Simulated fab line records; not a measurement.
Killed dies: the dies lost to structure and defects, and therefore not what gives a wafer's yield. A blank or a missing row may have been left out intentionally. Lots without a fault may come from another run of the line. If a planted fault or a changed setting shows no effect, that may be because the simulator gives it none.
Chamber matching :: flow n5-finfet :: N5_BEOL_M9_PECVD_70 on pecvd-02: 3 sister chambers
The step deposits SiO2 from TEOS/O2, target thk 20 nm, time 22.7 s. 3 wafers are shown with their chamber, then 7 later ones without.

WAFERS, EACH WITH ITS CHAMBER
wafer: L092.1
chamber: 1
showerhead-plenum-p-Torr (Torr): 8.73

wafer: L093.1
chamber: 2
showerhead-plenum-p-Torr (Torr): 8.85

wafer: L093.2
chamber: 0
showerhead-plenum-p-Torr (Torr): 8.87

WAFERS WITH NO CHAMBER GIVEN
wafer: L093.5
showerhead-plenum-p-Torr (Torr): 8.74

wafer: L095.1
showerhead-plenum-p-Torr (Torr): 8.74

wafer: L095.3
showerhead-plenum-p-Torr (Torr): 8.86

wafer: L095.6
showerhead-plenum-p-Torr (Torr): 8.84

wafer: L097.1
showerhead-plenum-p-Torr (Torr): 8.75

wafer: L097.4
showerhead-plenum-p-Torr (Torr): 8.87

wafer: L097.6
showerhead-plenum-p-Torr (Torr): 8.87

CHAMBER TAKEN BY EACH
wafer: L093.5
from the rows above: 1
in truth: 1

wafer: L095.1
from the rows above: 1
in truth: 1

wafer: L095.3
from the rows above: can't be placed: 0 or 2
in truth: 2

wafer: L095.6
from the rows above: can't be placed: 2 or 0
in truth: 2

wafer: L097.1
from the rows above: 1
in truth: 1

wafer: L097.4
from the rows above: can't be placed: 0 or 2
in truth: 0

wafer: L097.6
from the rows above: can't be placed: 0 or 2
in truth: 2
Correct placement for 3 of the 7. Unplaceable from these rows: 4, with the true chamber sitting among the candidates in 4. 0 placed wrongly.
How it was worked out, from the rows above alone: a wafer's distance from a chamber is the root of the sum, over the readings, of the square of ((its reading less the chamber's mean) divided by the reading's scatter). The wafer belongs to the nearest chamber; if the next one is less than 2 further off, it can't be placed. For every chamber, the mean is computed from those of its wafers that are shown. The scatter: root of mean squared gap, hidden wafer to nearest shown wafer, with one shown wafer a chamber.
